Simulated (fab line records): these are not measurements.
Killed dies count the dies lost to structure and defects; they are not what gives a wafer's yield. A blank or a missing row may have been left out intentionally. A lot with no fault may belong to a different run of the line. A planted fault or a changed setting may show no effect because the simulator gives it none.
Chamber matching ; flow n5_finfet ; N5_SPACER0_ALD_00 on ald_sin-04: 4 sister chambers
The step deposits SiOCN, target thk 3.5 nm, pulse time 3 s, purge time 2 s. 8 wafers are shown with their chamber, then 8 later ones without.

## WAFERS PAIRED WITH THEIR CHAMBERS
wafer;chamber;heater_power_w (W);precursor_pulse_height_rel
L081.1;2;771;1.014
L081.6;3;770;0.988
L083.1;1;901;1.027
L083.5;0;943;1.010
L086.1;1;895;1.014
L086.3;2;793;0.991
L086.4;0;964;1.027
L091.1;3;811;1.012

## WAFERS WITHOUT THEIR CHAMBER
wafer;heater_power_w (W);precursor_pulse_height_rel
L091.4;930;1.004
L091.5;802;1.020
L094.1;882;0.987
L094.2;801;1.002
L094.3;943;0.992
L094.4;794;0.995
L094.5;944;1.013
L094.6;902;1.000

## EACH ONE'S CHAMBER
wafer;from the rows above;in truth
L091.4;can't be placed: 0 or 1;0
L091.5;can't be placed: 3 or 2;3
L094.1;can't be placed: 1 or 0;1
L094.2;can't be placed: 3 or 2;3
L094.3;can't be placed: 0 or 1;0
L094.4;can't be placed: 3 or 2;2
L094.5;can't be placed: 0 or 1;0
L094.6;can't be placed: 1 or 0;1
Correct placement for 0 of the 8. From these rows, 8 cannot be placed; in 8 the true chamber is one of the candidates. 0 placed wrongly.
How it was worked out, from the rows above alone: a wafer's distance from a chamber is the root of the sum, over the readings, of the square of ((its reading less the chamber's mean) divided by the reading's scatter). If the next closest chamber is less than 2 further off than the closest, the wafer can't be placed; otherwise it belongs to the closest. The mean given for a chamber averages the wafers shown for that chamber. The scatter: the root of (the sum of the squares of (reading less its chamber's mean) over the shown wafers, divided by (wafers less chambers)).
